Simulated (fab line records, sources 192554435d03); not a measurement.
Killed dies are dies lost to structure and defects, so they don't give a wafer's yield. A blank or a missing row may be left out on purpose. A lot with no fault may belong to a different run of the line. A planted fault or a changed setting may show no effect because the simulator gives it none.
Split-lot experiment	flow n5 finfet	7 lots, 39 wafers read, on a route of 1938 steps

== THE SPLIT ==
At N5_PMOS_HMC_CHANNEL_EPI_HM_DEP_34 (deposits SiO2 from TEOS/O2, target thk 36 nm, time 6.9 s), the setting target thk a was moved away from the recipe's 360 angstrom on 12 of the 39 wafers read, by -42.3% to +57.8%. All remaining wafers had this setting at the recipe value.

Reading taken at the split's own step.

== THE READING ==
SiO2_of_PMOS_HMC_CHANNEL_EPI_HM_DEP_34.thk nm (the simulator's own value, which no gauge read), in nm, at N5_PMOS_HMC_CHANNEL_EPI_HM_DEP_34 (deposits SiO2 from TEOS/O2, target thk 36 nm, time 6.9 s). The file gives no usual value for it. Average 35.89 nm, standard deviation 0.43 nm, over the 27 wafers here run with the recipe.

wafer	tool, chamber at the split	target thk a as run, angstrom	against the recipe	SiO2_of_PMOS_HMC_CHANNEL_EPI_HM_DEP_34.thk nm, nm	against lot-mates on the recipe
L074.1	pecvd-01, 0	360	recipe	35.43	-
L074.2	pecvd-01, 1	215.2	-40.2%	21.55	-14.11
L074.3	pecvd-01, 2	215.2	-40.2%	20.88	-14.78
L074.4	pecvd-01, 2	360	recipe	35.66	-
L074.5	pecvd-01, 0	215.2	-40.2%	21.45	-14.21
L074.6	pecvd-01, 1	360	recipe	35.89	-
L075.3	pecvd-03, 1	360	recipe	34.84	-
L075.4	pecvd-03, 2	360	recipe	36.03	-
L075.5	pecvd-03, 1	360	recipe	35.32	-
L078.1	pecvd-01, 0	207.6	-42.3%	19.88	-15.78
L078.2	pecvd-01, 1	360	recipe	35.38	-
L078.3	pecvd-01, 2	360	recipe	35.48	-
L078.4	pecvd-01, 0	360	recipe	36.12	-
L078.5	pecvd-01, 2	207.6	-42.3%	20.57	-15.09
L078.6	pecvd-01, 1	207.6	-42.3%	20.64	-15.02
L080.1	pecvd-03, 2	360	recipe	36.06	-
L080.2	pecvd-03, 0	360	recipe	35.67	-
L080.3	pecvd-03, 1	360	recipe	35.96	-
L080.4	pecvd-03, 0	360	recipe	36.3	-
L080.5	pecvd-03, 2	360	recipe	36.92	-
L080.6	pecvd-03, 1	360	recipe	36.58	-
L085.1	pecvd-02, 0	360	recipe	35.84	-
L085.2	pecvd-02, 2	445.3	+23.7%	43.8	+8.02
L085.3	pecvd-02, 1	360	recipe	35.88	-
L085.4	pecvd-02, 2	360	recipe	35.61	-
L085.5	pecvd-02, 0	445.3	+23.7%	44.87	+9.09
L085.6	pecvd-02, 1	445.3	+23.7%	45.39	+9.61
L092.1	pecvd-01, 0	360	recipe	35.53	-
L092.2	pecvd-01, 1	360	recipe	35.66	-
L092.3	pecvd-01, 0	360	recipe	35.88	-
L092.4	pecvd-01, 1	360	recipe	36	-
L092.5	pecvd-01, 1	360	recipe	36.44	-
L092.6	pecvd-01, 0	360	recipe	36.12	-
L093.1	pecvd-02, 1	360	recipe	36.26	-
L093.2	pecvd-02, 2	360	recipe	35.88	-
L093.3	pecvd-02, 0	568	+57.8%	56.72	+20.57
L093.4	pecvd-02, 1	568	+57.8%	57.87	+21.72
L093.5	pecvd-02, 0	568	+57.8%	57.51	+21.36
L093.6	pecvd-02, 2	360	recipe	36.32	-

THE FIT
A straight line over all 39 wafers: SiO2_of_PMOS_HMC_CHANNEL_EPI_HM_DEP_34.thk nm changes by +0.369 nm for each +1% of target thk a; r = +1.00; the points scatter about the line by 0.46 nm.
The same after taking each lot's own level away (the mean of its wafers on the recipe; 39 wafers): +0.364 nm for each +1%; r = +1.00; scatter 0.4 nm.
Per that fit: largest target thk a move, reading shift of 21 nm.
Measured against the standard deviation above, the lots' own levels, which go from 35.397 to 36.248 nm, span 2.0 times it.
The two slopes agree, so the slope changes little with the lot-to-lot level.
Check: with one of the wafers moved furthest among these (+57.8%) left out of the fit, the line predicts +21.2 nm for it against its lot-mates. Against them it came out at +20.6 nm.

== THE FILE'S OWN FIT ==
SiO2_of_PMOS_HMC_CHANNEL_EPI_HM_DEP_34.thk nm changes by +0.364 nm for each +1% of target thk a, r = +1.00.
